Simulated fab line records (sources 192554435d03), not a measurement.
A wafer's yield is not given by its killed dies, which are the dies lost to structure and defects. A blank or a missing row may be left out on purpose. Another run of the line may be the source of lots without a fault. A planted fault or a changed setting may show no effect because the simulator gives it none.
Split-lot trial -- flow n5_finfet -- 21 wafers read from 7 lots, route of 1938 steps

## SPLIT DETAILS
At N5_MOL_CONTACT_COAG_ETCH_124 (etches SiNx in CH3F/O2, stops on SiOC, target depth 6.5 nm), the setting source_w was moved away from the recipe's 395 W on 10 of the 21 wafers read, by -18.0% to +13.8%. For the rest of the wafers, this setting stayed at what the recipe calls for.

The reading comes from the split's own step.

## THE READING
rf_vpp_V, in V, at N5_MOL_CONTACT_COAG_ETCH_124 (etches SiNx in CH3F/O2, stops on SiOC, target depth 6.5 nm). Fault-free wafers of this fab line usually give 299 V, standard deviation 5.4 V.

wafer,"tool, chamber at the split","source_w as run, W",against the recipe,"rf_vpp_V, V",against lot-mates on the recipe
L074.1,"rie_diel-02, 0",324,-18.0%,326,+19
L074.2,"rie_diel-02, 3",395,recipe,307,-
L074.6,"rie_diel-02, 3",324,-18.0%,334,+27
L075.1,"rie_diel-04, 3",395,recipe,299,-
L075.3,"rie_diel-04, 2",395,recipe,292,-
L075.4,"rie_diel-04, 0",395,recipe,288,-
L084.1,"rie_diel-04, 2",395,recipe,292,-
L084.3,"rie_diel-04, 0",338.7,-14.3%,311,+15
L084.5,"rie_diel-04, 3",395,recipe,300,-
L088.1,"rie_diel-02, 0",372.9,-5.6%,307,+9
L088.2,"rie_diel-02, 1",372.9,-5.6%,301,+3
L088.5,"rie_diel-02, 0",395,recipe,298,-
L089.1,"rie_diel-04, 2",449.6,+13.8%,276,-21
L089.2,"rie_diel-04, 1",395,recipe,300,-
L089.6,"rie_diel-04, 2",395,recipe,294,-
L091.1,"rie_diel-05, 1",414.6,+5.0%,290,-9
L091.4,"rie_diel-05, 2",395,recipe,299,-
L091.6,"rie_diel-05, 3",414.6,+5.0%,292,-7
L095.1,"rie_diel-05, 1",350.1,-11.4%,314,+7
L095.3,"rie_diel-05, 0",395,recipe,307,-
L095.5,"rie_diel-05, 3",350.1,-11.4%,317,+10

THE FIT
A straight line over all 21 wafers: rf_vpp_V changes by -1.56 V for each +1% of source_w; r = -0.92; the points scatter about the line by 5.4 V.
The same after taking each lot's own level away (the mean of its wafers on the recipe; 21 wafers): -1.23 V for each +1%; r = -0.94; scatter 3.6 V.
According to that fit, moving source_w by its largest amount changes the reading by 22 V.
Across the lots, their own levels run from 293.0 to 307.0 V, a range of 2.6 times the standard deviation given above.
So the slope is not independent of the lot-to-lot level: the two fits are not the same.
Check: with one of the wafers moved furthest among these (-18.0%) left out of the fit, the line predicts +21.7 V for it against its lot-mates. It came out at +19 V against them.
Tool readings at the split's step, against how far the setting was moved: rf_vpp_V r = -0.92.

## FURTHER SPLITS ON THESE WAFERS
These wafers also went through other splits before the reading. Each is held against what the fit with the lots' levels taken away leaves over:
other split on the same wafers,wafers away from the commonest value,r with rf_vpp_V (lot level and that fit taken away)
N5_SD_EPI_P_ETCH_37 source_w,11,-0.08
N5_SDB_COAT_03 spin_rpm,7,-0.22
N5_HKMG_FIN_CVD_62 temp_c,5,+0.02
N5_MOL_CONTACT_COAG_VIA_ETCH_117 bias_w,9,+0.32

## THE FILE'S OWN FIT
rf_vpp_V changes by -1.23 V for each +1% of source_w, r = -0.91.
